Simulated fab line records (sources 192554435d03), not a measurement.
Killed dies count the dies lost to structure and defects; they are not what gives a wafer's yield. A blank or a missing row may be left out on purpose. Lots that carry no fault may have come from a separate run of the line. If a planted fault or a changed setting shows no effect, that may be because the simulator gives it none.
Which tool is to blame? + flow n5_finfet + 11 lots with 33 wafers sampled at 4 steps, on a route of 1938 steps

## WHAT THE GAUGES SHOWED, per wafer
N5_BEOL_M15_CD_MEAS_28 targets a cd of 407.6 nm. Usual: cd_nm reads 408.8 nm (standard deviation 1.3).
| lot  | measured     | on        | cd_nm (nm)        | flag |
|------|--------------|-----------|-------------------|------|
| L302 | day 13 03:58 | cd_sem-03 | 407.5 407.8 408.8 |      |
| L303 | day 14 09:08 | cd_sem-01 | 408.4 409.0 406.4 |      |
| L305 | day 14 23:10 | cd_sem-03 | 406.0 407.1 406.9 |      |
| L306 | day 15 09:40 | cd_sem-01 | 407.6 407.9 408.2 |      |
| L311 | day 15 21:27 | cd_sem-02 | 411.2 411.8 409.9 |      |
| L314 | day 16 18:49 | cd_sem-02 | 407.5 408.9 409.4 |      |
| L318 | day 17 21:02 | cd_sem-02 | 408.7 408.0 408.1 |      |
| L319 | day 18 04:31 | cd_sem-01 | 409.4 408.9 409.8 |      |
| L324 | day 19 10:02 | cd_sem-01 | 407.6 406.7 407.7 |      |
| L322 | day 20 02:29 | cd_sem-02 | 410.7 411.4 411.4 |      |
| L323 | day 20 06:23 | cd_sem-03 | 408.5 407.8 409.1 |      |

N5_BEOL_M15_INSPECT_30: inspects for defects (macro). Usual: raw_defect_count reads 2.3 (standard deviation 1.5).
| lot  | measured     | on                | raw_defect_count | flag |
|------|--------------|-------------------|------------------|------|
| L302 | day 13 04:01 | defect_inspect-01 | 6 0 5            |      |
| L303 | day 14 09:11 | defect_inspect-01 | 1 5 4            |      |
| L305 | day 14 23:14 | defect_inspect-01 | 5 1 4            |      |
| L306 | day 15 09:44 | defect_inspect-01 | 1 4 2            |      |
| L311 | day 15 21:30 | defect_inspect-01 | >300 261 282     | OFF  |
| L314 | day 16 18:52 | defect_inspect-02 | 278 291 293      | OFF  |
| L318 | day 17 21:05 | defect_inspect-01 | 1 2 1            |      |
| L319 | day 18 04:34 | defect_inspect-01 | 3 4 7            |      |
| L324 | day 19 10:06 | defect_inspect-02 | 1 2 0            |      |
| L322 | day 20 02:32 | defect_inspect-01 | 1 1 3            |      |
| L323 | day 20 06:26 | defect_inspect-01 | 2 0 2            |      |

## TOOL THAT RAN EACH LOT (tool first, then ch and the chambers of the sampled wafers, then the start)
| lot  | N5_BEOL_M14_SPUTTER_45       | N5_BEOL_M15_ETCH_59                |
|------|------------------------------|------------------------------------|
| L302 | pvd_sputter-02, day 13 00:05 | rie_diel-03 ch 0,3, day 13 02:38   |
| L303 | pvd_sputter-01, day 14 05:45 | rie_diel-03 ch 1,2,3, day 14 07:46 |
| L305 | pvd_sputter-02, day 14 19:50 | rie_diel-01 ch 2,3, day 14 21:43   |
| L306 | pvd_sputter-02, day 15 06:14 | rie_diel-03 ch 0,1,3, day 15 08:09 |
| L311 | pvd_sputter-03, day 15 18:20 | rie_diel-03 ch 1,2,3, day 15 20:07 |
| L314 | pvd_sputter-01, day 16 15:25 | rie_diel-03 ch 1,2,3, day 16 17:21 |
| L318 | pvd_sputter-03, day 17 17:47 | rie_diel-06 ch 0,2,3, day 17 19:42 |
| L319 | pvd_sputter-03, day 18 01:15 | rie_diel-01 ch 0,1,3, day 18 03:10 |
| L324 | pvd_sputter-02, day 19 06:42 | rie_diel-03 ch 1,3, day 19 08:35   |
| L322 | pvd_sputter-02, day 19 23:07 | rie_diel-06 ch 0,3, day 20 01:01   |
| L323 | pvd_sputter-01, day 20 03:02 | rie_diel-06 ch 1,3, day 20 05:02   |
- N5_BEOL_M14_SPUTTER_45: material Cu, target thk 100 nm, time 16.67 s.
- N5_BEOL_M15_ETCH_59: etches BARC in N2/H2, target depth 89 nm, overetch 26.7 nm, time 67.9 s.

## WHAT THE TOOLS THEMSELVES READ (means of the sampled wafers that have a number; where no wafer has one, the mark that the record gives instead)
N5_BEOL_M14_SPUTTER_45. Usual: bias_v 60.1 V, standard deviation 0.64; throttle_valve_pct 29.9 %, standard deviation 1.1.
| lot  | tool           | bias_v (V) | throttle_valve_pct (%) | flag |
|------|----------------|------------|------------------------|------|
| L302 | pvd_sputter-02 | 60.3       | 30.2                   |      |
| L303 | pvd_sputter-01 | 60.0       | 30.5                   |      |
| L305 | pvd_sputter-02 | 60.3       | 29.0                   |      |
| L306 | pvd_sputter-02 | 60.1       | 30.4                   |      |
| L311 | pvd_sputter-03 | 59.5       | 30.9                   |      |
| L314 | pvd_sputter-01 | 59.9       | 30.3                   |      |
| L318 | pvd_sputter-03 | 60.4       | 29.2                   |      |
| L319 | pvd_sputter-03 | 60.2       | 30.3                   |      |
| L324 | pvd_sputter-02 | 59.7       | 30.7                   |      |
| L322 | pvd_sputter-02 | 59.8       | 29.3                   |      |
| L323 | pvd_sputter-01 | 60.8       | 29.9                   |      |

N5_BEOL_M15_ETCH_59. Usual: drypump_motor_current_A 5.8 A, standard deviation 0.54; oes_product_au 0.66 a.u., standard deviation 0.06; rf_vpp_V 523.5 V, standard deviation 2.4; showerhead_plenum_p_Torr 2.53 Torr, standard deviation 0.082; throttle_valve_pct 17.99 %, standard deviation 0.18.
| lot  | tool        | drypump_motor_current_A (A) | oes_product_au (a.u.) | rf_vpp_V (V) | showerhead_plenum_p_Torr (Torr) | throttle_valve_pct (%) | flag |
|------|-------------|-----------------------------|-----------------------|--------------|---------------------------------|------------------------|------|
| L302 | rie_diel-03 | 5.5                         | 0.64                  | 522.8        | 2.53                            | 18.09                  |      |
| L303 | rie_diel-03 | 5.5                         | 0.65                  | 524.6        | 2.54                            | 17.89                  |      |
| L305 | rie_diel-01 | 6.3                         | 0.72                  | 526.0        | 2.62                            | 18.08                  |      |
| L306 | rie_diel-03 | 5.7                         | 0.63                  | 522.8        | 2.50                            | 17.95                  |      |
| L311 | rie_diel-03 | 5.5                         | 0.65                  | 523.2        | 2.54                            | 17.90                  |      |
| L314 | rie_diel-03 | 5.5                         | 0.64                  | 523.9        | 2.54                            | 17.92                  |      |
| L318 | rie_diel-06 | 6.0                         | 0.67                  | 523.5        | 2.52                            | 18.11                  |      |
| L319 | rie_diel-01 | 6.3                         | 0.65                  | 521.5        | 2.47                            | 18.08                  |      |
| L324 | rie_diel-03 | 5.6                         | 0.65                  | 522.3        | 2.51                            | 17.95                  |      |
| L322 | rie_diel-06 | 5.6                         | 0.66                  | 524.5        | 2.56                            | 18.19                  |      |
| L323 | rie_diel-06 | 5.2                         | 0.69                  | 524.1        | 2.57                            | 17.93                  |      |

## THE ANSWER, worked out from the rows above alone
Rule: a lot is off if the mean of its wafers that have a number lies more than 3 standard deviations from the usual mean. Also off: a lot with no number at a reading for which 4 or more lots have one. All remaining lots with rows at the step are treated as sound. First the gauges in route order, then the tools' own readings, where a lot's mean is used as printed above. The first step at which some lot is off is used, and at that step the reading that is off furthest; a lot without a number counts as furthest.
Off at N5_BEOL_M15_INSPECT_30 (raw_defect_count): L311, L314.
A tool fits if, at a process step before that reading, it ran every lot that is off, and no sound lot after the first of them. The gauges at N5_BEOL_M15_INSPECT_30 are tried like those tools. Of those tried, none fits.

## WHAT THE SIMULATOR PUT IN
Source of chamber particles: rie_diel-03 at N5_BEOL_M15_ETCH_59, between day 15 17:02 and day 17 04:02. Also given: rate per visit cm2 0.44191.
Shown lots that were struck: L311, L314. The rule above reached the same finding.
